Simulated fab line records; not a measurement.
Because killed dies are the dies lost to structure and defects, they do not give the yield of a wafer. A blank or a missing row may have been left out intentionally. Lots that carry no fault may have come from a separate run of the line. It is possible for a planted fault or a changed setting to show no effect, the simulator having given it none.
Matching of chambers    flow n5 finfet    N5_ILD0_LINER_00 on ald sin-03 has 4 sister chambers
The step material SiNx, target thk 4 nm, pulse time 1 s, purge time 2 s. 4 wafers are shown with their chamber, then 9 later ones without.

## EACH WAFER AND ITS CHAMBER
wafer   chamber  heater power w (W)
L236.1  3        843
L236.3  2        931
L241.5  1        979
L241.6  0        742

## WAFERS WHOSE CHAMBER IS MISSING
wafer   heater power w (W)
L245.1  994
L245.3  741
L245.6  949
L248.1  993
L248.2  954
L248.6  980
L250.1  964
L250.2  857
L250.3  762

## CHAMBER TAKEN BY EACH
wafer   from the rows above      in truth
L245.1  1                        1
L245.3  0                        0
L245.6  can't be placed: 2 or 1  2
L248.1  1                        1
L248.2  can't be placed: 2 or 1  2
L248.6  1                        1
L250.1  can't be placed: 1 or 2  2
L250.2  3                        3
L250.3  0                        0
Placed correctly: 6 of 9. Can't be placed from these rows: 3 (the true chamber is among the candidates in 3). Number placed wrongly: 0.
How it was worked out, from the rows above alone: a wafer's distance from a chamber is the root of the sum, over the readings, of the square of ((its reading less the chamber's mean) divided by the reading's scatter). The wafer belongs to the nearest chamber; if the next one is less than 2 further off, it can't be placed. The mean given for a chamber averages the wafers shown for that chamber. The scatter: root of mean squared gap, hidden wafer to nearest shown wafer, with one shown wafer a chamber.
